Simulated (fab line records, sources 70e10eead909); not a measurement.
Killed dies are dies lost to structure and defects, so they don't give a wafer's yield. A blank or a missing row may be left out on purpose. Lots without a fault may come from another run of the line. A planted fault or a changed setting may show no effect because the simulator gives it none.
A struck lot beside a sound one | flow nand_harc | 12 steps out of a route of 1302
Sound: wafers L481.1, L481.4, L481.6. Struck: wafer L498.3. The cause comes at the end.
At each step with rows: each side's tool, then ch and its chambers, then its first start. Under that, the readings that differ: sound wafers | struck wafers | difference of the means | sigmas: that difference in standard deviations of wafers without a fault.
alike: readings whose means differ by less than 2 such deviations, and words and numbers that are the same on both sides. not compared: withheld readings, readings that some wafer has no value for, bounds like >300 that may hide the same value, and numbers for which the record gives no deviation and whose values overlap.
The two part at a step that has a row with sigmas, a row that says differs or no value, or rows on one side only. Numbers that don't overlap but have no deviation are shown without sigmas and don't part them. A reading that every wafer of one side lacks parts them only if that side has two wafers or more.

NHARC_A_CHANNEL_FILL_D1_ALD_25: deposits SiOx, target thk 60 nm, pulse time 10 s, ald cycles 600.
  sound on ald_hk-01 ch 0,1,2, day 10 10:22; struck on ald_hk-01 ch 1, day 17 11:25
  reading                    | sound             | struck | difference | sigmas
  precursor_pulse_height_rel | 1.007 1.004 1.011 | 0.966  | -0.041     | -2
  alike: heater_power_w
NHARC_A_CHANNEL_FILL_D1_ETCHBACK_08: etches the open film in C4F8, target depth 220 nm, time 110 s.
  sound on rie_diel-10 ch 2,3; struck on rie_diel-07 ch 3
  reading      | sound             | struck | difference | sigmas
  rf_vpp_V (V) | 439.1 436.7 437.3 | 444.7  | +7.0       | +3
  alike: oes_product_au, run_length_s
  not compared: rf_hours_counter_h
NHARC_A_CHANNEL_FILL_D1_STRIP_29: strips in O2, time 20 s.
  sound on rie_diel-10 ch 0,1,2; struck on rie_diel-07 ch 2
  alike: drypump_motor_current_A, o2_flow_sccm, oes_product_au, rf_vpp_V, showerhead_plenum_p_Torr, throttle_valve_pct
  not compared: rf_hours_counter_h
then, 3 steps without rows for these wafers: NHARC_A_CHANNEL_FILL_D1_PRECLEAN_30 (cleans in dHF, time 30 s); NHARC_A_CHANNEL_FILL_D1_SRD_31; NHARC_A_CHANNEL_FILL_D1_CVD_09 (deposits poly-Si, target thk 150 nm, time 3000 s).
NHARC_A_CHANNEL_FILL_D1_CMP_10: polishes, target thk 150 nm.
  sound on cmp-02 ch 1,2, day 10 21:11; struck on cmp-02 ch 3, day 17 22:28
  alike: motor_current_A, slurry_filter_dp_kPa, time_to_endpoint_s
then, 1 step without rows for these wafers: NHARC_A_CHANNEL_FILL_D1_SRD_12.
NHARC_A_CHANNEL_FILL_D1_INSPECT_13:
  sound on defect_inspect-02, day 10 21:35; struck on defect_inspect-01, day 17 22:53
  alike: raw_defect_count
NHARC_A_DECK1_JOINT_ETCHBACK_07: etches the open film in HBr, target depth 105 nm, time 26.9 s.
  sound on rie_si-01 ch 0,1,3, day 10 21:40; struck on rie_si-01 ch 1, day 17 22:58
  reading          | sound          | struck | difference | sigmas
  run_length_s (s) | 48.0 49.0 48.4 | 46.4   | -2.1       | -5
  alike: drypump_motor_current_A, oes_product_au, throttle_valve_pct
  not compared: bias_w, rf_hours_counter_h
then, 2 steps without rows for these wafers: NHARC_A_DECK1_JOINT_ETCH_25 (etches SiO2 in dHF, target depth 0.5 nm); NHARC_END_SORT_01.

WHERE THEY PART
First at NHARC_A_CHANNEL_FILL_D1_ALD_25; last, within this record, at NHARC_A_DECK1_JOINT_ETCHBACK_07.

WHY: what the simulator had put in
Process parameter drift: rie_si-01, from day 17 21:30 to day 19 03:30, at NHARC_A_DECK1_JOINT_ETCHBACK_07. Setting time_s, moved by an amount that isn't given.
